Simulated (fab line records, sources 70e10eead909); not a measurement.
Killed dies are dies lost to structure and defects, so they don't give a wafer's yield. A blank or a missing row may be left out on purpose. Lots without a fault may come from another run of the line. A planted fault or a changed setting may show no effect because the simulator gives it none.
Which tool did it? | flow nand_harc | 12 lots, 36 wafers sampled, at 5 steps of a route of 1159

WHAT THE GAUGES READ, wafer by wafer
NHARC_P_CONTACT_INSPECT_14.
lot  | measured     | on                | raw_defect_count
L075 | day 5 22:15  | defect_inspect-01 | 6 4 3
L077 | day 6 21:58  | defect_inspect-02 | 4 3 4
L078 | day 6 22:13  | defect_inspect-01 | 3 0 3
L081 | day 7 13:38  | defect_inspect-01 | 4 3 5
L082 | day 8 01:58  | defect_inspect-01 | 6 2 6
L085 | day 9 13:38  | defect_inspect-02 | 5 5 3
L087 | day 9 16:46  | defect_inspect-01 | 7 1 0
L091 | day 10 00:40 | defect_inspect-01 | 3 5 3
L092 | day 10 07:31 | defect_inspect-02 | 3 2 4
L094 | day 10 13:40 | defect_inspect-01 | 2 3 3
L095 | day 10 19:31 | defect_inspect-02 | 2 6 5
L097 | day 11 06:49 | defect_inspect-02 | 1 4 5

WHICH TOOL RAN EACH LOT (tool, then ch and the chambers of the sampled wafers, then the start)
lot  | NHARC_P_GATE_HM_DEP_102       | NHARC_P_GATE_ETCH_104              | NHARC_P_GATE_ETCH_114                         | NHARC_P_GATE_STRIP_112
L075 | acl_dep-01 ch 0, day 5 00:17  | rie_diel-08 ch 1,3, day 5 01:59    | rie_diel-08 ch 1,2,3, day 5 16:16 or earlier  | plasma_asher-02 ch 1, day 5 16:16
L077 | acl_dep-02 ch 0, day 5 21:26  | rie_diel-11 ch 1,2, day 5 22:55    | rie_diel-11 ch 0,2,3, day 6 15:44 or earlier  | plasma_asher-01 ch 0,1, day 6 15:44
L078 | acl_dep-02 ch 0, day 5 22:11  | rie_diel-13 ch 0,1, day 5 23:47    | rie_diel-13 ch 2,3, day 6 16:04 or earlier    | plasma_asher-01 ch 0,1, day 6 16:04
L081 | acl_dep-03 ch 0, day 6 15:59  | rie_diel-08 ch 0,1,2, day 6 17:39  | rie_diel-08 ch 0,1,3, day 7 07:30 or earlier  | plasma_asher-01 ch 0,1, day 7 07:30
L082 | acl_dep-02 ch 0, day 7 03:53  | rie_diel-13 ch 0,2, day 7 05:24    | rie_diel-13 ch 0,2,3, day 7 19:46 or earlier  | plasma_asher-02 ch 1, day 7 19:46
L085 | acl_dep-03 ch 0, day 8 12:47  | rie_diel-13 ch 0,1,3, day 8 14:16  | rie_diel-13 ch 0,2,3, day 9 07:33 or earlier  | plasma_asher-02 ch 0,1, day 9 07:33
L087 | acl_dep-01 ch 0, day 8 13:29  | rie_diel-13 ch 0,1,2, day 8 15:06  | rie_diel-13 ch 2,3, day 9 10:52 or earlier    | plasma_asher-02 ch 0,1, day 9 10:52
L091 | acl_dep-02 ch 0, day 9 01:40  | rie_diel-13 ch 1,2,3, day 9 03:35  | rie_diel-13 ch 0,1,3, day 9 18:38 or earlier  | plasma_asher-02 ch 0,1, day 9 18:38
L092 | acl_dep-02 ch 0, day 9 02:19  | rie_diel-13 ch 1,2, day 9 04:32    | rie_diel-13 ch 0,2,3, day 10 00:51 or earlier | plasma_asher-01 ch 1, day 10 00:51
L094 | acl_dep-01 ch 0, day 9 16:13  | rie_diel-11 ch 0,1,2, day 9 17:52  | rie_diel-11 ch 0,1,2, day 10 07:48 or earlier | plasma_asher-02 ch 0,1, day 10 07:48
L095 | acl_dep-02 ch 0, day 9 21:37  | rie_diel-13 ch 2,3, day 9 23:14    | rie_diel-13 ch 2,3, day 10 13:28 or earlier   | plasma_asher-02 ch 0,1, day 10 13:28
L097 | acl_dep-02 ch 0, day 10 08:58 | rie_diel-13 ch 1,2,3, day 10 10:29 | rie_diel-13 ch 0,3, day 11 00:29 or earlier   | plasma_asher-02 ch 0,1, day 11 00:29
- NHARC_P_GATE_HM_DEP_102: deposits aC, target thk 120 nm.
- NHARC_P_GATE_ETCH_104: etches the open film in CF4/CHF3, target depth 60 nm.
- NHARC_P_GATE_ETCH_114: etches the open film in CF4/O2, target depth 30 nm, overetch 3 nm, time 16.5 s.
- NHARC_P_GATE_STRIP_112: strips in N2/H2, time 200 s.

THE ANSWER, worked out from the rows above alone
Rule: what is usual is taken from the lots themselves. Put in order of their means at a reading, lots are off if they are a third of the lots or fewer, leave a main group of 4 or more, and stand apart from it by a gap of 3 or more times the standard deviation of the main group's means; of several such gaps the widest counts. A main group whose means are all the same, to the digits that the tables above print for the reading, isn't used. A lot without any number at a reading at which 4 lots or more have one is off too. The other lots that the step has rows for count as sound.
No lot is off at any reading shown: from this, nothing can be told.

WHAT THE SIMULATOR HAD PUT IN
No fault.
